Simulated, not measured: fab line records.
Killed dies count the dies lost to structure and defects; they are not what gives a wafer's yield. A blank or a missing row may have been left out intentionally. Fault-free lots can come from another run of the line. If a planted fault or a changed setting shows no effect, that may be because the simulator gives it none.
Split-lot trial | flow n5 finfet | 21 wafers read from 7 lots, route of 1938 steps

== ON THE SPLIT ==
At N5_BEOL_M1_TRENCH_ETCH_37 (etches SiOC in C4F6/O2, target depth 55.207 nm, time 29 s), the setting time s was moved away from the recipe's 29 s on 6 of the 21 wafers read, by -22.0% to +17.3%. The other wafers ran this setting at the recipe's value.

== FROM THE SPLIT TO THE READING: what the file shows between them, 2 steps ==
- N5_BEOL_M1_ETCH_41: etches SiCN in CH3F/O2, target depth 31.9 nm, time 57.8 s
- N5_BEOL_M1_STRIP_97: strips in N2/H2, time 10 s

== THE READING ==
trench depth nm, in nm, at N5_BEOL_M1_OCD_MEAS_38. Fault-free wafers of this fab line usually give 55.4 nm, standard deviation 1.2 nm.

wafer  | tool, chamber at the split | time s as run, s | against the recipe | trench depth nm, nm | against lot-mates on the recipe
L074.1 | rie diel-04, 3             | 29               | recipe             | 57.5                | -
L074.2 | rie diel-04, 2             | 29               | recipe             | 56.0                | -
L074.5 | rie diel-04, 2             | 29               | recipe             | 55.6                | -
L075.1 | rie diel-04, 2             | 29               | recipe             | 55.3                | -
L075.2 | rie diel-04, 1             | 29               | recipe             | 56.4                | -
L075.6 | rie diel-04, 3             | 29               | recipe             | 57.8                | -
L079.4 | rie diel-01, 0             | 29               | recipe             | 54.2                | -
L079.5 | rie diel-01, 2             | 29               | recipe             | 56.4                | -
L079.6 | rie diel-01, 1             | 29               | recipe             | 54.6                | -
L080.1 | rie diel-04, 0             | 29               | recipe             | 55.0                | -
L080.4 | rie diel-04, 3             | 29               | recipe             | 57.0                | -
L080.5 | rie diel-04, 1             | 29               | recipe             | 55.9                | -
L085.1 | rie diel-01, 0             | 31.55            | +8.8%              | 58.6                | +3.9
L085.3 | rie diel-01, 1             | 31.55            | +8.8%              | 58.7                | +4.0
L085.6 | rie diel-01, 3             | 29               | recipe             | 54.7                | -
L087.1 | rie diel-04, 0             | 22.62            | -22.0%             | 42.1                | -13.9
L087.3 | rie diel-04, 2             | 29               | recipe             | 56.0                | -
L087.5 | rie diel-04, 2             | 22.62            | -22.0%             | 43.4                | -12.6
L096.1 | rie diel-01, 0             | 34.02            | +17.3%             | 63.4                | +8.7
L096.3 | rie diel-01, 2             | 34.02            | +17.3%             | 65.5                | +10.8
L096.4 | rie diel-01, 3             | 29               | recipe             | 54.7                | -

THE FIT
A straight line over all 21 wafers: trench depth nm changes by +0.538 nm for each +1% of time s; r = +0.97; the points scatter about the line by 1.2 nm.
The same after taking each lot's own level away (the mean of its wafers on the recipe; 21 wafers): +0.576 nm for each +1%; r = +0.99; scatter 0.9 nm.
According to that fit, moving time s by its largest amount changes the reading by 13 nm.
The lots' own levels span 54.70 to 56.50 nm, that is 1.5 times the standard deviation above.
The two slopes agree, so the slope changes little with the lot-to-lot level.
Check: with one of the wafers moved furthest among these (-22.0%) left out of the fit, the line predicts -12.3 nm for it against its lot-mates. Against them it came out at -13.9 nm.

== THE WHOLE CHAIN: every reading that the file lists as answering this split, in the file's order ==
step                      | what it does                                              | reading                                                                   | change (the file's fit)               | r (the file's)
N5_BEOL_M1_TRENCH_ETCH_37 | etches SiOC in C4F6/O2, target depth 55.207 nm, time 29 s | etch.depth nm (the simulator's own value, which no gauge read)            | +0.567 nm for each +1% of the setting | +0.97
N5_BEOL_M1_TRENCH_ETCH_37 | etches SiOC in C4F6/O2, target depth 55.207 nm, time 29 s | BEOL_M1.feature depth nm (the simulator's own value, which no gauge read) | +0.561 nm for each +1% of the setting | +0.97
N5_BEOL_M1_OCD_MEAS_38    |                                                           | trench depth nm                                                           | +0.576 nm for each +1% of the setting | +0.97

== FILE'S OWN FIT ==
trench depth nm changes by +0.576 nm for each +1% of time s, r = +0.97.
